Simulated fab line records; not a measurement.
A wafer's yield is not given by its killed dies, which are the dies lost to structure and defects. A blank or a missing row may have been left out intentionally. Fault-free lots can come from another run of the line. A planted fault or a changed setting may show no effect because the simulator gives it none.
fab line records	flow n5Finfet
record lots=6	wafers=18	lastDay=18
route steps=1938 shown BEOL_M12@1653 BEOL_M13@1659 PASSIVATION@1936
lots that met no fault: from a run of the same line without faults
startH: the number of hours between the record's first day and the start of the first shown wafer of the lot	waitH: how many hours have passed since the lot's step before this one	" identical to the entry in the row above	L1.1+2: a single row standing in for several wafers	- no value present, or no start provided	* or withheld: withheld	< > ~ a bound
route shown NAME@n: NAME is a module with steps in the file, n the number in the route of the first one	usual: average and standard deviation across the fault-free wafers	same: alike in all rows	chamber/n: place in a boat	sites: per-site readings	_std_site: their standard deviation	_edge_site: outer sites' mean less inner sites'	radiusMm: how far each site lies from the wafer's centre	mask NAME#n: copy n	behind: the tool/chamber that last shaped the wafer	hold: what put the lot on hold/how long, in hours/how the hold closed	device: transistor that didn't switch, given as n, p or np	end of line: the route-end tests of the same wafers	a step given without rows: its recipe and nothing more	killed: the dies lost at the first sort to structure and to defects; this is not the yield of the wafer	map: shows each die of a wafer: x if killed, . if not, _ if none is there
set.NAME: the run value of the setting; set.NAME@STEP: its run value at that earlier step	model.NAME: the simulator's own value behind a step, which no gauge read
lots seen at some steps along the route; tables by step, rows by wafer
services: when a tool's chamber went out of use (startH, in hours from the record's first day, below 0 if earlier), for how many hours, and the reason
## steps
# step N5_BEOL_M12_CMP_49
# recipe stopOn=SiOC	tOverpolishS=20.6	downForcePsi=1	platenRpm=50	clearingPlatenDownForcePsi=1.5	clearingPlatenRpm=50	postCmpClean=cuAlkaline	targetThkNm=320	clearingPlatenPadVelocityMS=0.99484	padVelocityMS=0.99484
# usual barrierFieldEndpointS=30.2/0.89	clearingPlatenDownForcePsi=1.500/0.003	motorCurrentA=6.1/0.6	overpolishRunS=20.602/0.0086	retainingRingPressureFrac=1.000/0.0053
lot.wafer	tool	chamber	startH	waitH	barrierFieldEndpointS	clearingPlatenDownForcePsi	motorCurrentA	overpolishRunS	retainingRingPressureFrac
L212.4	cmp-03	0	232.36	0.2	30.4	1.502	6.8	20.597	1.001
L212.6	"	2	"	"	30.6	1.497	6.1	20.612	0.999
L212.5	"	3	"	"	30.0	1.499	6.8	20.609	1.004
L215.1	cmp-02	3	247.98	0.3	28.9	1.500	5.5	20.603	1.000
L215.2	"	0	"	"	29.1	1.502	6.7	20.609	0.996
L215.3	"	2	"	"	31.0	1.497	5.6	20.613	1.010
L225.1	cmp-02	2	329.39	0.4	31.3	1.502	5.7	20.595	0.993
L225.5	"	3	"	"	29.7	1.503	5.4	20.596	0.999
L225.6	"	0	"	"	29.3	1.500	6.5	20.598	1.004
L229.4	cmp-04	1	352.57	0.1	30.9	1.500	6.8	20.592	1.000
L229.2	"	3	"	"	29.8	1.499	6.5	20.597	0.992
L229.3	"	0	"	"	30.0	1.503	5.5	20.594	0.994
L231.1	cmp-02	0	366.76	0.3	30.0	1.508	6.8	20.608	0.988
L231.3	"	2	"	"	30.1	1.494	5.6	20.587	0.996
L231.5	"	0	"	"	29.2	1.509	6.9	20.603	0.990
L235.4	cmp-04	0	403.71	0.2	29.3	1.502	5.9	20.611	1.000
L235.3	"	1	"	"	30.9	1.500	6.1	20.600	0.999
L235.1	"	3	"	"	30.8	1.496	6.5	20.600	1.003
# step N5_BEOL_M12_THK_MEAS_50
# recipe thkMeasGauge=xrf	reads=Cu_of_BEOL_M12_ECD_47
# usual M12_THK=322/5.3
lot.wafer	tool	chamber	startH	waitH	M12_THK[nm]
L212.4	filmMetro-02	-	232.58	-	325
L212.5	"	-	"	"	319
L212.6	"	-	"	"	323
L215.1	filmMetro-02	-	248.28	-	333
L215.2	"	-	"	"	323
L215.3	"	-	"	"	333
L225.1	filmMetro-01	-	329.57	-	316
L225.5	"	-	"	"	320
L225.6	"	-	"	"	314
L229.2	filmMetro-02	-	352.87	-	313
L229.3	"	-	"	"	326
L229.4	"	-	"	"	318
L231.1	filmMetro-02	-	367.01	-	320
L231.3	"	-	"	"	335
L231.5	"	-	"	"	325
L235.1	filmMetro-01	-	404.01	-	318
L235.3	"	-	"	"	322
L235.4	"	-	"	"	315
# step N5_BEOL_M12_PRE_CLEAN_52
# recipe gas=NH3	timeS=15	tempC=withheld	rfPowerW=300
# step N5_BEOL_M12_DEP_53
# recipe material=SiCN	targetThkA=300	tempC=withheld	precursor=3MS/NH3	pressureTorr=3	rfW=675	timeS=10.5
# usual showerheadPlenumPTorr=4.17/0.03	throttleValvePct=18.0/0.68
lot.wafer	tool	chamber	startH	waitH	showerheadPlenumPTorr	throttleValvePct
L212.4	pecvd-02	0	232.65	0.0	4.19	18.2
L212.5	"	1	"	"	4.19	18.9
L212.6	"	2	"	"	4.12	18.1
L215.1	pecvd-04	2	248.34	0.0	4.22	17.7
L215.2	"	0	"	"	4.19	18.3
L215.3	"	1	"	"	4.17	17.8
L225.1	pecvd-02	0	329.63	0.0	4.19	18.5
L225.5	"	1	"	"	4.19	19.0
L225.6	"	0	"	"	4.18	18.6
L229.2	pecvd-01	1	352.93	0.0	4.15	17.2
L229.3	"	2	"	"	4.17	16.6
L229.4	"	2	"	"	4.16	16.8
L231.1	pecvd-01	0	367.07	0.0	4.20	17.7
L231.3	"	2	"	"	4.16	17.0
L231.5	"	1	"	"	4.16	17.4
L235.1	pecvd-02	0	404.07	0.0	4.18	18.3
L235.3	"	2	"	"	4.11	18.6
L235.4	"	1	"	"	4.19	19.0
# step N5_BEOL_M12_RS_MEAS_54
# recipe thkMeasGauge=four-point-probe	reads=Cu_of_BEOL_M12_ECD_47+Ta_of_BEOL_M12_SPUTTER_44+TaN_of_BEOL_M12_SPUTTER_43
# usual M12_RS=0.0601/0.00097
lot.wafer	tool	chamber	startH	waitH	M12_RS[ohm/sq]
L212.4	filmMetro-02	-	232.70	0.0	0.0599
L212.5	"	-	"	"	0.0610
L212.6	"	-	"	"	0.0609
L215.1	filmMetro-02	-	248.40	0.0	0.0588
L215.2	"	-	"	"	0.0605
L215.3	"	-	"	"	0.0586
L225.1	filmMetro-01	-	329.70	0.0	0.0611
L225.5	"	-	"	"	0.0604
L225.6	"	-	"	"	0.0611
L229.2	filmMetro-02	-	352.99	0.0	0.0624
L229.3	"	-	"	"	0.0596
L229.4	"	-	"	"	0.0614
L231.1	filmMetro-01	-	367.14	0.0	0.0607
L231.3	"	-	"	"	0.0574
L231.5	"	-	"	"	0.0594
L235.1	filmMetro-02	-	404.13	0.0	0.0607
L235.3	"	-	"	"	0.0596
L235.4	"	-	"	"	0.0611
# step N5_BEOL_M12_INSPECT_55
# recipe inspectInstrument=darkfield	mode=postDep
# usual rawDefectCount=71/29
lot.wafer	tool	chamber	startH	waitH	rawDefectCount
L212.4	defectInspect-01	-	232.73	0.0	39
L212.5	"	-	"	"	53
L212.6	"	-	"	"	60
L215.1	defectInspect-02	-	248.43	0.0	113
L215.2	"	-	"	"	239
L215.3	"	-	"	"	154
L225.1	defectInspect-02	-	329.72	0.0	60
L225.5	"	-	"	"	97
L225.6	"	-	"	"	72
L229.2	defectInspect-01	-	353.02	0.0	51
L229.3	"	-	"	"	31
L229.4	"	-	"	"	60
L231.1	defectInspect-01	-	367.16	0.0	94
L231.3	"	-	"	"	71
L231.5	"	-	"	"	63
L235.1	defectInspect-02	-	404.16	0.0	71
L235.3	"	-	"	"	44
L235.4	"	-	"	"	70
# step N5_BEOL_M13_ILD_DEP_00
# recipe material=SiOC	targetThkA=8379.2	tempC=350	precursor=DEMS/O2	pressureTorr=5	rfW=500	timeS=166.4
# usual heaterPowerW=452/64	showerheadPlenumPTorr=5.697/0.017	throttleValvePct=11.8/0.46
lot.wafer	tool	chamber	startH	waitH	heaterPowerW	showerheadPlenumPTorr	throttleValvePct
L212.4	pecvd-01	2	232.82	0.1	421	5.684	11.1
L212.5	"	1	"	"	379	5.686	11.4
L212.6	"	0	"	"	481	5.718	11.9
L215.1	pecvd-01	2	248.47	0.0	480	5.691	10.9
L215.2	"	1	"	"	394	5.688	11.5
L215.3	"	0	"	"	612	5.716	11.8
L225.1	pecvd-01	0	329.76	0.0	593	5.717	11.7
L225.5	"	1	"	"	406	5.690	11.6
L225.6	"	0	"	"	591	5.723	11.7
L229.2	pecvd-01	1	353.06	0.0	339	5.690	11.4
L229.3	"	0	"	"	596	5.718	11.8
L229.4	"	1	"	"	368	5.692	11.4
L231.1	pecvd-02	2	367.20	0.0	409	5.673	12.1
L231.3	"	1	"	"	425	5.727	12.3
L231.5	"	2	"	"	437	5.667	12.4
L235.1	pecvd-01	2	404.20	0.0	484	5.692	11.4
L235.3	"	0	"	"	583	5.702	12.3
L235.4	"	2	"	"	406	5.695	11.3
# step N5_BEOL_M13_THK_MEAS_01
# recipe reads=SiOC_of_BEOL_M13_ILD_DEP_00
# usual M13_ILD_THK=833/13
lot.wafer	tool	chamber	startH	waitH	M13_ILD_THK[nm]
L212.4	filmMetro-02	-	232.92	0.0	831
L212.5	"	-	"	"	859
L212.6	"	-	"	"	852
L215.1	filmMetro-01	-	248.62	0.1	818
L215.2	"	-	"	"	825
L215.3	"	-	"	"	827
L225.1	filmMetro-01	-	329.91	0.1	829
L225.5	"	-	"	"	836
L225.6	"	-	"	"	845
L229.2	filmMetro-02	-	353.21	0.1	824
L229.3	"	-	"	"	824
L229.4	"	-	"	"	845
L231.1	filmMetro-01	-	367.35	0.1	833
L231.3	"	-	"	"	831
L231.5	"	-	"	"	841
L235.1	filmMetro-02	-	404.35	0.1	810
L235.3	"	-	"	"	827
L235.4	"	-	"	"	830
# step N5_BEOL_M13_COAT_58
# recipe resist=BARC	tempC=205	timeS=60	spinRpm=1500	resistThkNm=89
# step N5_BEOL_M13_COAT_04
# recipe spinRpm=1625	resistThkNm=400
# step N5_BEOL_M13_EBR_06
# recipe solvent=PGMEA	ebrWidthMm=1.5
# step N5_BEOL_M13_SOFTBAKE_05
# recipe tempC=130	timeS=60
# step N5_BEOL_M13_EXPOSE_07
# recipe maskId=V12	na=0.93	sourceShape=conventional	sigmaOuter=0.6	polarization=unpolarized	attpsmPhaseDeg=180	doseMj=24.8
# usual exposureDoseMJCm2=24.777/0.024	focusOffsetNm=0.0/0.46
lot.wafer	tool	chamber	startH	waitH	mask	exposureDoseMJCm2	focusOffsetNm
L212.4	krfScanner-01	0	233.06	-	V12#0	24.789	0.4
L212.5	"	0	"	"	V12#0	24.791	0.0
L212.6	"	0	"	"	V12#0	24.782	0.4
L215.1	krfScanner-01	0	248.75	-	V12#0	24.775	-0.2
L215.2	"	0	"	"	V12#0	24.757	0.0
L215.3	"	0	"	"	V12#0	24.769	-0.2
L225.1	krfScanner-01	0	330.04	-	V12#0	21.396	-1.4
L225.5	"	0	"	"	V12#0	21.400	-0.9
L225.6	"	0	"	"	V12#0	21.339	0.3
L229.2	krfScanner-01	0	353.47	-	V12#0	22.037	-0.4
L229.3	"	0	"	"	V12#0	22.074	-0.6
L229.4	"	0	"	"	V12#0	22.070	0.4
L231.1	krfScanner-02	0	367.61	-	V12#0	24.792	0.2
L231.3	"	0	"	"	V12#0	24.806	-0.3
L231.5	"	0	"	"	V12#0	24.786	-0.1
L235.1	krfScanner-02	0	404.51	-	V12#0	24.775	0.6
L235.3	"	0	"	"	V12#0	24.751	-0.1
L235.4	"	0	"	"	V12#0	24.748	0.5
# step N5_BEOL_M13_PEB_08
# recipe pebTempC=130	pebTimeS=90
# step N5_BEOL_M13_DEVELOP_09
# recipe developTimeS=45	rinseLiquid=diw	dry=airSpin	devTempC=21
# step N5_BEOL_M13_HARDBAKE_14
# recipe tempC=130	timeS=120
# step N5_BEOL_M13_CD_MEAS_10
# recipe targetCdNm=190	landingEnergyEv=500	detector=seInlens	polarity=opening
# usual cdNm=189.4/1.7
lot.wafer	tool	chamber	startH	waitH	cdNm
L212.4	cdSem-03	0	233.22	-	187.8
L212.5	"	0	"	"	189.6
L212.6	"	0	"	"	189.5
L215.1	cdSem-02	0	248.92	-	191.3
L215.2	"	0	"	"	190.4
L215.3	"	0	"	"	191.0
L225.1	cdSem-02	0	330.21	-	176.6
L225.5	"	0	"	"	176.1
L225.6	"	0	"	"	174.9
L229.2	cdSem-01	0	353.64	-	181.0
L229.3	"	0	"	"	176.5
L229.4	"	0	"	"	179.3
L231.1	cdSem-03	0	367.78	-	189.8
L231.3	"	0	"	"	191.5
L231.5	"	0	"	"	189.0
L235.1	cdSem-01	0	404.68	-	189.8
L235.3	"	0	"	"	188.7
L235.4	"	0	"	"	187.6
# step N5_BEOL_M13_OVL_MEAS_11
# recipe pointsPerWafer=44
# usual V12_OVL=2/5.7
lot.wafer	tool	chamber	startH	waitH	V12_OVL[nm]
L212.4	overlay-01	0	233.25	0.0	1
L212.5	"	0	"	"	7
L212.6	"	0	"	"	-1
L215.1	overlay-01	0	248.97	0.0	12
L215.2	"	0	"	"	0
L215.3	"	0	"	"	16
L225.1	overlay-01	0	330.24	0.0	7
L225.5	"	0	"	"	1
L225.6	"	0	"	"	-5
L229.2	overlay-02	0	353.67	0.0	-8
L229.3	"	0	"	"	-9
L229.4	"	0	"	"	-10
L231.1	overlay-02	0	367.81	0.0	10
L231.3	"	0	"	"	10
L231.5	"	0	"	"	10
L235.1	overlay-01	0	404.71	0.0	6
L235.3	"	0	"	"	2
L235.4	"	0	"	"	2
# step N5_PASSIVATION_PROBE_49
# usual defectLimitedYield=90.9/1.6	killed_at_M0_to_M3=34/10	killed_at_M4_up=13/5.4	killedAtContacts=13/6	killedAtFrontEnd=42/13	killedAtOther=4/3.2	killedDies=107/18	killedOpen=69/14	killedShort=35/7.7	sort_bin_4_leakage=0.02/0.17	sort_bin_5_function=5.3/1	sort_bin_6_memory=3.3/0.75	sort_bin_8_speed=0.00/0.015	sortNPass=1073/19	sortYieldPct=90.9/1.6
# same grossDies=1180	killedAtBackSide=0
lot.wafer	tool	chamber	startH	waitH	defectLimitedYield[%]	killed_at_M0_to_M3	killed_at_M4_up	killedAtContacts	killedAtFrontEnd	killedAtOther	killedDies	killedOpen	killedShort	sort_bin_4_leakage[%]	sort_bin_5_function[%]	sort_bin_6_memory[%]	sort_bin_8_speed[%]	sortNPass	sortYieldPct[%]
L225.1	prober-01	-	357.41	0.0	91.1	37	8	6	50	4	105	65	38	0	4.7	4.0	0	1075	91.1
L225.5	prober-01	-	357.61	0.2	91.0	49	8	10	35	4	106	71	34	0	5.7	3.0	0.08	1073	90.9
L225.6	prober-01	-	357.66	0.3	88.9	48	12	12	55	4	131	73	43	0	6.0	4.2	0	1049	88.9
L229.3	prober-01	-	388.70	0.1	91.0	43	26	9	26	2	106	77	23	1.53	5.3	3.3	0	1056	89.5
L229.4	prober-01	-	388.75	0.2	90.6	50	17	11	25	8	111	66	41	0	5.3	3.7	0	1069	90.6
# killed by level:class
L225.1 STI_FIN_REVEAL:geometricParticle:open=13 BEOL_M1:geometricParticle:open=12 FIN_SAQP:geometricParticle:short=10 STI_FIN_REVEAL:geometricParticle:short=7 BEOL_M0_SAQP:geometricParticle:open=7 BEOL_M0_SAQP:geometricParticle:short=7 MOL_CONTACT_COAG:geometricParticle:open=6 FIN_SAQP:geometricParticle:open=5
L225.5 BEOL_M0:geometricParticle:open=10 BEOL_M0_SAQP:geometricParticle:open=9 STI_FIN_REVEAL:geometricParticle:open=8 DUMMY_GATE:geometricParticle:open=8 BEOL_M0_SAQP:geometricParticle:short=7 MOL_CONTACT_COAG:geometricParticle:open=7 BEOL_M1:geometricParticle:open=7 BEOL_M2:geometricParticle:open=6
L225.6 BEOL_M2:geometricParticle:open=12 MOL_CONTACT_COAG:geometricParticle:open=10 FIN_SAQP:geometricParticle:short=9 BEOL_M0_SAQP:geometricParticle:open=9 HKMG_FIN:areaEtch=9 STI_FIN_REVEAL:geometricParticle:open=8 BEOL_M0_SAQP:geometricParticle:short=5 BEOL_M1:geometricParticle:open=5
L229.3 BEOL_M4:geometricParticle:open=20 BEOL_M0_SAQP:geometricParticle:open=11 BEOL_M0_SAQP:geometricParticle:short=8 BEOL_M2:geometricParticle:open=7 FIN_SAQP:geometricParticle:open=6 MOL_CONTACT_COAG:geometricParticle:open=6 BEOL_M3:geometricParticle:open=6 GATE_CUT:geometricParticle:short=5
L229.4 BEOL_M0_SAQP:geometricParticle:open=15 BEOL_M0_SAQP:geometricParticle:short=11 BEOL_M1:geometricParticle:open=9 GATE_CUT:geometricParticle:short=7 BEOL_M4:geometricParticle:open=7 PAD_METAL:geometricParticle:short=6 DUMMY_GATE:geometricParticle:open=5 MOL_CONTACT_COAG:geometricParticle:open=5
## services
tool	chamber	startH	hours	kind
cmp-04	-	224.79	1.5	repair
krfScanner-02	-	231.76	3.6	pm
cmp-02	-	239.41	4.0	pm
pecvd-02	-	239.60	1.0	repair
pecvd-01	-	242.73	2.0	repair
cmp-03	-	251.27	4.0	pm
cmp-02	-	263.19	4.4	pm
cmp-04	-	263.30	0.7	repair
pecvd-01	1	268.27	3.6	repair
krfScanner-02	-	269.88	1.3	pm
cmp-04	-	285.55	4.0	pm
krfScanner-01	-	295.11	0.8	pm
krfScanner-01	-	298.95	1.0	pm
krfScanner-01	-	311.60	0.4	repair
pecvd-01	2	314.61	4.8	repair
pecvd-01	-	337.11	14.6	pm
krfScanner-02	-	358.89	0.7	repair
krfScanner-02	-	363.26	4.0	pm
krfScanner-02	-	373.05	0.8	pm
krfScanner-01	-	375.55	3.0	pm
krfScanner-01	-	378.67	1.3	pm
cmp-02	-	388.11	1.2	repair
cmp-04	-	392.10	5.1	pm
krfScanner-01	-	403.90	0.8	repair
## key
firstSign step=N5_BEOL_M13_EXPOSE_07	reading=exposureDoseMJCm2	direction=down	sigmas=99+	usual=24.777	struck=21.719
effect step=N5_BEOL_M13_CD_MEAS_10	reading=cdNm	direction=down	sigmas=7.3	usual=189.4	struck=177.4	through=controlLoop
metAt N5_BEOL_M13_EXPOSE_07
struckWafers L225.1,L225.5,L225.6,L229.2,L229.3,L229.4
loopTrim step=N5_BEOL_M13_EXPOSE_07	setting=dose	lots=L229
onsetBetween 248.75 330.04
fault kind=processParameterDrift	tool=krfScanner-01	chamber=-	onsetH=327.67	steps=N5_BEOL_M13_EXPOSE_07	channel=doseMj	offset=-3.3968	shape=step	actsIn=theseRecipesOnly	stated=24.8
# loopTrim: a control loop set the setting to another value than it would have without faults
